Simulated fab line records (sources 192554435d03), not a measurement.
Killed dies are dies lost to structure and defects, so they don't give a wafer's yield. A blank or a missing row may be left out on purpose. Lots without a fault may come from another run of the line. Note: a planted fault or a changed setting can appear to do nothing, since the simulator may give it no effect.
A struck lot beside a sound one	flow n5_finfet	23 steps out of a route of 1938
Sound: wafers L478.1, L478.4, L478.6. Struck: wafer L488.4. (L488.1 of the same lot was not struck and is left out.) The cause comes at the end.
Per side, at each step with rows, come the tool, then ch with its chambers, and then its first start. Under that, the readings that differ: sound wafers	struck wafers	difference of the means	sigmas: that difference in standard deviations of wafers without a fault.
alike: readings with means less than 2 such deviations apart, plus words and numbers identical on both sides. not compared: withheld readings, readings lacking a value on some wafer, bounds such as >300 that could conceal the same value, and numbers that have no deviation in the record and whose values overlap.
Wherever a step has rows on one side only, a row that says differs or no value, or a row with sigmas, the two part there. When numbers do not overlap yet have no deviation, they are printed without sigmas and do not part them. A reading missing from all wafers of one side parts the sides only when that side holds two or more wafers.

first, 1 step without rows for these wafers: N5_WELL_APT_HARDBAKE_12 (time 120 s).
N5_WELL_APT_CD_MEAS_08: the cd target is 200 nm.
  sound on cd_sem-01 ch 0, day 1 14:04; struck on cd_sem-02 ch 0, day 4 01:42
  alike: cd_nm
N5_WELL_APT_OVL_MEAS_09:
  sound on overlay-01 ch 0, day 1 14:06; struck on overlay-02 ch 0, day 4 01:44
  alike: NWELL_OVL
N5_WELL_APT_INSPECT_10: inspects for defects (macro).
  sound on defect_inspect-02 at day 1 14:08; struck on defect_inspect-01 at day 4 01:45
  alike: raw_defect_count
N5_WELL_APT_DESCUM_13: chemistry O2, time 7.9 s.
  sound on rie_diel-05 ch 0,2,3, day 1 14:12; struck on rie_diel-05 ch 0, day 4 01:47
  alike: drypump_motor_current_A, oes_product_au, rf_vpp_V, showerhead_plenum_p_Torr, throttle_valve_pct
  not compared: rf_hours_counter_h
then, 7 steps without rows for these wafers: N5_WELL_APT_IMPLANT_14; N5_WELL_APT_IMPLANT_15; N5_WELL_APT_STRIP_16 (strips in SPM, time 900 s); N5_WELL_APT_HMDS_18 (time 60 s); N5_WELL_APT_COAT_19 (resist thk 950 nm); N5_WELL_APT_EBR_21; N5_WELL_APT_SOFTBAKE_20 (time 60 s).
N5_WELL_APT_EXPOSE_22: exposes mask PWELL, defocus 0 nm, target cd 200 nm.
  sound on krf_scanner-01 ch 0, day 1 15:26; struck on krf_scanner-02 ch 0, day 4 02:39
  alike: mask, stage_vel_mm_s
then, 3 steps without rows for these wafers: N5_WELL_APT_PEB_23 (peb time 90 s); N5_WELL_APT_DEVELOP_24 (develop time 45 s); N5_WELL_APT_HARDBAKE_29 (time 120 s).
N5_WELL_APT_CD_MEAS_25: the cd target is 200 nm.
  sound on cd_sem-01 ch 0, day 1 15:37; struck on cd_sem-03 ch 0, day 4 02:49
reading	sound	struck	difference	sigmas
cd_nm (nm)	204.9 202.2 200.1	185.5	-16.9	-6
N5_WELL_APT_OVL_MEAS_26:
  sound on overlay-01 ch 0, day 1 15:38; struck on overlay-01 ch 0, day 4 02:51
  alike: PWELL_OVL
N5_WELL_APT_INSPECT_27: inspects for defects (macro).
  sound on defect_inspect-02 at day 1 15:40; struck on defect_inspect-02 at day 4 02:53
  alike: raw_defect_count
N5_WELL_APT_DESCUM_30: chemistry O2, time 7.9 s.
  sound on rie_diel-06 ch 0,1,2, day 1 15:42; struck on rie_diel-05 ch 0, day 4 02:59
reading	sound	struck	difference	sigmas
model.WELL_APT.cd_nm (nm)	204.9 202.1 200.2	185.4	-17.0	
  alike: drypump_motor_current_A, oes_product_au, rf_vpp_V, showerhead_plenum_p_Torr, throttle_valve_pct
  not compared: rf_hours_counter_h
next, for these wafers, 1 step has no rows: N5_WELL_APT_IMPLANT_31.
-- the record jumps here: 6 days lie between the struck wafers' starts before and after (it left off in module WELL_APT and takes up again in module BEOL_M4, whose first step shown is number 1111 of the route) --
N5_BEOL_M4_RC_MEAS_101:
  sound on prober-01 ch 0, day 8 09:14; struck on prober-02 ch 0, day 10 14:34
reading	sound	struck	difference	sigmas
DIBL_N (mV/V)	36.4 35.0 33.2	39.8	+4.9	+2
  alike: DIBL_P, IOFF_N, IOFF_P, ION_N, ION_P, SS_N, SS_P, VT_N, VT_P
-- the record jumps here: 4 days lie between the struck wafers' starts before and after (it left off in module BEOL_M4 and takes up again in module PASSIVATION, whose first step shown is number 1936 of the route) --
N5_PASSIVATION_PROBE_49:
  only the struck wafers here have rows in the record (prober-01, day 14 20:19); the sound ones have none

## WHERE THEY PART
Earliest at N5_WELL_APT_CD_MEAS_25; latest, in this record, at N5_PASSIVATION_PROBE_49.

WHY: whatever the simulator had introduced
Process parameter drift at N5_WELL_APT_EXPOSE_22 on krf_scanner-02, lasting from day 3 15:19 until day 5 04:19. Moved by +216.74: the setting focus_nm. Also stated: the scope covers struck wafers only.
